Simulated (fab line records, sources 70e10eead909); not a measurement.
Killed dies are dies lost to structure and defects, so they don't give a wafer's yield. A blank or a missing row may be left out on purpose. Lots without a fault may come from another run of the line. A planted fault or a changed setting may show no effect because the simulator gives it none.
Chamber matching | flow nand_harc | NHARC_A_ZERO_WELL_ETCH_19 on rie_diel-10: 4 sister chambers
The step etches the open film in N2/H2, target depth 80 nm, overetch 24 nm, time 87.88 s. 16 wafers are shown with their chamber, then 8 later ones without.

WAFERS WITH THEIR CHAMBER
wafer  | chamber | drypump_motor_current_A (A) | rf_vpp_V (V) | oes_product_au (a.u.)
L256.3 | 1       | 5.9                         | 429.3        | 0.993
L256.4 | 2       | 5.6                         | 429.4        | 0.994
L256.5 | 1       | 5.9                         | 429.2        | 0.993
L258.1 | 2       | 5.6                         | 431.1        | 1.000
L258.4 | 1       | 5.9                         | 428.3        | 0.998
L258.5 | 2       | 5.6                         | 429.3        | 1.000
L274.1 | 2       | 5.6                         | 430.3        | 1.000
L274.2 | 3       | 5.2                         | 426.3        | 1.000
L274.4 | 1       | 5.9                         | 427.8        | 0.990
L275.4 | 0       | 6.4                         | 431.9        | 0.985
L275.5 | 0       | 6.4                         | 431.8        | 0.988
L275.6 | 1       | 5.9                         | 429.3        | 1.002
L276.2 | 0       | 6.5                         | 432.1        | 1.002
L276.5 | 2       | 5.6                         | 428.7        | 1.001
L276.6 | 3       | 5.2                         | 425.7        | 1.012
L277.1 | 0       | 6.5                         | 432.2        | 1.010

SIGNATURES (means of the wafers above)
reading                 | chamber 0 | chamber 1 | chamber 2 | chamber 3 | scatter within a chamber
drypump_motor_current_A | 6.450     | 5.900     | 5.600     | 5.200     | 0.0289
rf_vpp_V                | 432.000   | 428.780   | 429.760   | 426.000   | 0.692
oes_product_au          | 0.99625   | 0.99520   | 0.99900   | 1.00600   | 0.00714
Rule: a wafer's distance from a chamber is the root of the sum, over the readings, of the square of ((its reading less the chamber's mean) divided by the reading's scatter). The wafer belongs to the nearest chamber; if the next one is less than 2 further off, it can't be placed. The scatter: the root of (the sum of the squares of (reading less its chamber's mean) over the shown wafers, divided by (wafers less chambers)).

WAFERS WITHOUT THEIR CHAMBER
wafer  | drypump_motor_current_A (A) | rf_vpp_V (V) | oes_product_au (a.u.)
L277.2 | 5.2                         | 425.5        | 1.009
L277.6 | 5.2                         | 425.7        | 1.016
L278.1 | 5.9                         | 428.6        | 1.001
L278.2 | 6.5                         | 428.9        | 0.996
L278.5 | 5.9                         | 428.7        | 1.000
L279.1 | 5.3                         | 426.7        | 1.010
L279.3 | 5.6                         | 430.3        | 1.009
L279.4 | 5.9                         | 429.9        | 1.000

WHICH CHAMBER EACH WENT THROUGH
wafer  | from the rows above | in truth
L277.2 | 3                   | 3
L277.6 | 3                   | 3
L278.1 | 1                   | 1
L278.2 | 0                   | 0
L278.5 | 1                   | 1
L279.1 | 3                   | 3
L279.3 | 2                   | 2
L279.4 | 1                   | 1
Placed correctly: 8 of 8. Can't be placed from these rows: 0. Placed wrongly: 0.
